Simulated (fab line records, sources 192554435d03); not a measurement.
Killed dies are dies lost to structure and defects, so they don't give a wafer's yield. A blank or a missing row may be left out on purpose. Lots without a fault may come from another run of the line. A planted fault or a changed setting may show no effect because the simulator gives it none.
Which tool did it? | flow n5_finfet | 10 lots, 30 wafers sampled, at 5 steps of a route of 1938

WHAT THE GAUGES READ, wafer by wafer
N5_BEOL_M4_RC_MEAS_101.
lot  | measured     | on        | DIBL_N (mV/V)  | DIBL_P (mV/V)  | IOFF_N (nA/um)    | IOFF_P (nA/um)    | IOFF_P_85C (nA/um) | IOFF_P_LIN (nA/um) | ION_N (uA/um) | ION_P (uA/um) | REXT_P (ohm.um)   | SS_N (mV/dec)  | SS_P (mV/dec)  | VT_N (mV)         | VT_P (mV)            | VT_P_LVT (mV)
L419 | day 8 00:50  | prober-02 | 35.3 36.9 34.4 | 35.2 37.2 33.8 | 0.137 0.162 0.120 | 0.175 0.197 0.152 | 3.1 3.4 2.8        | 0.084 0.090 0.076  | 660 679 660   | 453 461 450   | 105.0 104.8 105.5 | 71.3 71.8 70.7 | 73.1 73.7 72.3 | 250.9 249.6 254.1 | -254.6 -255.0 -257.9 | -103 -102 -105
L420 | day 8 15:58  | prober-01 | 35.9 37.1 37.2 | 35.8 37.6 37.0 | 0.154 0.182 0.181 | 0.189 0.213 0.215 | 3.3 3.7 3.7        | 0.089 0.097 0.096  | 673 677 684   | 457 457 465   | 102.1 100.7 102.0 | 71.3 71.6 72.2 | 73.1 73.7 74.0 | 251.8 251.6 248.6 | -254.4 -250.9 -250.2 | -100 -99 -98
L424 | day 9 19:38  | prober-02 | 35.9 37.1 34.8 | 36.9 38.6 36.6 | 0.143 0.173 0.137 | 0.198 0.225 0.194 | 3.5 3.8 3.4        | 0.093 0.101 0.091  | 655 671 666   | 451 461 459   | 99.4 100.4 99.6   | 71.9 71.3 70.9 | 72.9 73.9 72.7 | 253.9 248.6 251.7 | -255.0 -249.8 -250.7 | -102 -100 -103
L425 | day 10 07:00 | prober-01 | 36.8 36.9 35.7 | 37.2 35.8 35.7 | 0.170 0.168 0.149 | 0.235 0.222 0.217 | 4.1 3.9 3.8        | 0.108 0.104 0.101  | 681 685 671   | 470 469 467   | 99.1 99.5 97.4    | 72.2 70.7 71.8 | 73.8 73.4 73.9 | 248.3 248.3 252.0 | -249.1 -250.4 -249.9 | -97 -98 -98
L428 | day 10 11:12 | prober-02 | 35.7 37.4 37.4 | 35.8 38.7 38.2 | 0.135 0.173 0.169 | 0.180 0.224 0.213 | 3.2 3.9 3.7        | 0.086 0.103 0.098  | 675 684 686   | 460 471 464   | 97.7 98.1 97.9    | 71.3 71.7 71.9 | 73.6 73.5 73.1 | 253.1 247.8 247.4 | -249.9 -248.1 -251.0 | -99 -96 -97
L429 | day 10 20:38 | prober-01 | 35.1 35.7 35.5 | 34.6 35.3 34.3 | 0.125 0.141 0.130 | 0.201 0.216 0.203 | 3.5 3.7 3.5        | 0.101 0.107 0.101  | 666 670 668   | 466 462 463   | 99.6 100.2 100.1  | 70.8 71.6 71.7 | 72.6 73.7 73.0 | 253.6 248.8 253.1 | -245.9 -247.0 -245.9 | -97 -95 -97
L430 | day 11 03:49 | prober-01 | 35.8 34.1 34.7 | 31.3 32.7 30.5 | 0.141 0.116 0.120 | 0.119 0.167 0.112 | 2.3 3.0 2.2        | 0.064 0.085 0.060  | 670 649 654   | 432 450 434   | 116.8 99.7 116.1  | 71.3 70.6 70.8 | 72.2 72.7 72.5 | 252.4 257.0 253.8 | -260.6 -254.7 -261.2 | -106 -100 -108
L431 | day 11 11:40 | prober-02 | 36.8 34.5 35.1 | 35.5 29.5 33.3 | 0.161 0.123 0.129 | 0.211 0.107 0.176 | 3.6 2.1 3.1        | 0.100 0.059 0.088  | 677 660 659   | 454 423 454   | 106.0 124.0 103.8 | 71.4 71.1 71.6 | 74.0 72.0 73.3 | 253.2 253.4 254.8 | -251.8 -262.8 -253.2 | -101 -112 -102
L433 | day 12 04:38 | prober-02 | 36.0 37.6 36.6 | 36.8 37.8 36.5 | 0.177 0.198 0.174 | 0.237 0.244 0.235 | 4.1 4.2 4.1        | 0.114 0.116 0.113  | 687 664 676   | 471 460 465   | 104.1 104.1 103.4 | 71.6 72.9 71.9 | 73.8 74.2 73.4 | 243.4 246.2 246.1 | -248.4 -247.6 -246.4 | -95 -96 -94
L441 | day 14 04:28 | prober-02 | 34.8 35.1 36.2 | 35.7 36.5 37.1 | 0.130 0.138 0.155 | 0.177 0.189 0.208 | 3.2 3.4 3.6        | 0.090 0.095 0.101  | 667 674 671   | 465 461 459   | 100.2 100.8 101.2 | 71.1 71.4 71.0 | 73.4 72.4 73.0 | 252.7 252.6 252.4 | -253.0 -253.8 -251.6 | -103 -101 -99

WHICH TOOL RAN EACH LOT (tool, then ch and the chambers of the sampled wafers, then the start)
lot  | N5_SD_EPI_P_VAPOR_ETCH_44      | N5_BEOL_M4_ANNEAL_87         | N5_BEOL_M4_PRE_CLEAN_60         | N5_BEOL_M4_CO_CAP_55
L419 | epi_rpcvd-02 ch 0, day 3 07:56 | pvd_sputter-01, day 7 22:25  | cvd_co-02 ch 0,1,2, day 8 00:16 | cvd_co-02 ch 0,1,2, day 8 00:18
L420 | epi_rpcvd-04 ch 0, day 3 15:55 | pvd_sputter-01, day 8 13:40  | cvd_co-01 ch 0,2, day 8 15:41   | cvd_co-01 ch 0,2, day 8 15:44
L424 | epi_rpcvd-04 ch 0, day 4 13:22 | pvd_sputter-03, day 9 17:20  | cvd_co-01 ch 0,2, day 9 19:11   | cvd_co-01 ch 0,2, day 9 19:13
L425 | epi_rpcvd-04 ch 0, day 4 22:02 | pvd_sputter-03, day 10 03:43 | cvd_co-02 ch 1,2, day 10 06:37  | cvd_co-02 ch 1,2, day 10 06:39
L428 | epi_rpcvd-04 ch 0, day 5 12:07 | pvd_sputter-02, day 10 08:58 | cvd_co-02 ch 1,2, day 10 10:49  | cvd_co-02 ch 1,2, day 10 10:51
L429 | epi_rpcvd-04 ch 0, day 5 19:31 | pvd_sputter-01, day 10 18:20 | cvd_co-01 ch 0,2, day 10 20:22  | cvd_co-01 ch 0,2, day 10 20:24
L430 | epi_rpcvd-04 ch 0, day 6 03:43 | pvd_sputter-01, day 11 01:10 | cvd_co-01 ch 0,1, day 11 03:01  | cvd_co-01 ch 0,1, day 11 03:03
L431 | epi_rpcvd-04 ch 0, day 6 12:55 | pvd_sputter-02, day 11 09:01 | cvd_co-02 ch 1,2, day 11 10:54  | cvd_co-02 ch 1,2, day 11 10:58
L433 | epi_rpcvd-02 ch 0, day 6 21:42 | pvd_sputter-02, day 12 02:18 | cvd_co-02 ch 1,2, day 12 04:12  | cvd_co-02 ch 1,2, day 12 04:14
L441 | epi_rpcvd-01 ch 0, day 8 21:33 | pvd_sputter-03, day 14 02:20 | cvd_co-01 ch 0,1, day 14 04:11  | cvd_co-01 ch 0,1, day 14 04:14
- N5_SD_EPI_P_VAPOR_ETCH_44: etches SiGe30 in NF3/Ar, time 3.3 s.
- N5_BEOL_M4_ANNEAL_87: time 240 s.
- N5_BEOL_M4_PRE_CLEAN_60: time 15 s.
- N5_BEOL_M4_CO_CAP_55: material Co, precursor CCTBA/H2, target thk 2 nm, time 102.1 s.

WHAT THE TOOLS THEMSELVES READ (means of the sampled wafers that have a number; where no wafer has one, the mark that the record gives instead)
N5_BEOL_M4_ANNEAL_87.
lot  | tool           | heater_power_w (W)
L419 | pvd_sputter-01 | 867
L420 | pvd_sputter-01 | 882
L424 | pvd_sputter-03 | 812
L425 | pvd_sputter-03 | 836
L428 | pvd_sputter-02 | 868
L429 | pvd_sputter-01 | 885
L430 | pvd_sputter-01 | 861
L431 | pvd_sputter-02 | 813
L433 | pvd_sputter-02 | 778
L441 | pvd_sputter-03 | 818

N5_BEOL_M4_PRE_CLEAN_60.
lot  | tool      | heater_power_w (W)
L419 | cvd_co-02 | 98
L420 | cvd_co-01 | 84
L424 | cvd_co-01 | 90
L425 | cvd_co-02 | 121
L428 | cvd_co-02 | 106
L429 | cvd_co-01 | 86
L430 | cvd_co-01 | 102
L431 | cvd_co-02 | 106
L433 | cvd_co-02 | 106
L441 | cvd_co-01 | 104

N5_BEOL_M4_CO_CAP_55.
lot  | tool      | heater_power_w (W)
L419 | cvd_co-02 | 252
L420 | cvd_co-01 | 232
L424 | cvd_co-01 | 241
L425 | cvd_co-02 | 290
L428 | cvd_co-02 | 260
L429 | cvd_co-01 | 234
L430 | cvd_co-01 | 257
L431 | cvd_co-02 | 262
L433 | cvd_co-02 | 258
L441 | cvd_co-01 | 258

THE ANSWER, worked out from the rows above alone
Rule: what is usual is taken from the lots themselves. Put in order of their means at a reading, lots are off if they are a third of the lots or fewer, leave a main group of 4 or more, and stand apart from it by a gap of 3 or more times the standard deviation of the main group's means; of several such gaps the widest counts. A main group whose means are all the same, to the digits that the tables above print for the reading, isn't used. A lot without any number at a reading at which 4 lots or more have one is off too. The other lots that the step has rows for count as sound. The gauges are gone through in route order, then the tools' own readings, and for those a lot's mean is taken as printed above. The first step at which some lot is off is used, and at that step the reading that is off furthest; a lot without a number counts as furthest.
No lot is off at any reading shown: from this, nothing can be told.

WHAT THE SIMULATOR HAD PUT IN
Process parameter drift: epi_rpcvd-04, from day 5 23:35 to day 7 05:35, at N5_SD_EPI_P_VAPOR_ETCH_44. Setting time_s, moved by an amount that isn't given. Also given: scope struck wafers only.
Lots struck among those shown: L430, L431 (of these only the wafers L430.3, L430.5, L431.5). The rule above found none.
